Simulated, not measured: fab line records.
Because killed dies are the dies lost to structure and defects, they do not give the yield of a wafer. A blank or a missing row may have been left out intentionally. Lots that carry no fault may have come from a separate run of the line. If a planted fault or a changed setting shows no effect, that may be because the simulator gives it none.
Chamber matching    flow n5 finfet    ald sin-04 running N5_BEOL_M4_ALD_98: 4 sister chambers
The step deposits SiO2, target thk 2.5 nm, pulse time 1 s, co reactant pulse time 1 s. 14 wafers are shown with their chamber, then 7 later ones without.

## WAFERS WITH THEIR CHAMBER
wafer   chamber  heater power w (W)  precursor pulse height rel
L076.1  2        77                  1.011
L076.3  1        79                  0.999
L076.6  2        75                  1.004
L075.3  0        84                  0.978
L075.4  1        81                  0.975
L075.6  3        75                  1.000
L077.1  0        84                  1.013
L077.3  1        79                  0.971
L077.5  1        79                  0.986
L081.2  0        86                  1.013
L081.4  3        75                  1.010
L081.5  1        78                  0.989
L083.2  1        78                  1.019
L083.4  3        77                  1.024

SIGNATURES (averages over the wafers above)
reading                     chamber 0  chamber 1  chamber 2  chamber 3  scatter within a chamber
heater power w              84.67      79.00      76.00      75.67      1.15
precursor pulse height rel  1.00133    0.98983    1.00750    1.01133    0.0163
Rule: a wafer's distance from a chamber is the root of the sum, over the readings, of the square of ((its reading less the chamber's mean) divided by the reading's scatter). If the next closest chamber is less than 2 further off than the closest, the wafer can't be placed; otherwise it belongs to the closest. The scatter: take each reading less its chamber's mean, square it, sum over the shown wafers, divide by the number of wafers less the number of chambers, and take the root.

## WAFERS WITH NO CHAMBER GIVEN
wafer   heater power w (W)  precursor pulse height rel
L083.5  75                  0.977
L097.1  76                  1.001
L097.4  72                  1.018
L097.5  75                  0.989
L096.1  71                  1.028
L096.2  71                  0.996
L096.3  76                  1.035

## CHAMBER TAKEN BY EACH
wafer   from the rows above           in truth
L083.5  can't be placed: 2 or 3 or 1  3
L097.1  can't be placed: 2 or 3       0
L097.4  can't be placed: 3 or 2       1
L097.5  can't be placed: 2 or 3       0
L096.1  can't be placed: 3 or 2       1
L096.2  can't be placed: 3 or 2       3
L096.3  can't be placed: 3 or 2       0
0 of 7 placed correctly. Cannot be placed on the basis of these rows: 7; the candidates contain the true chamber in 2. Wrongly placed: 0.
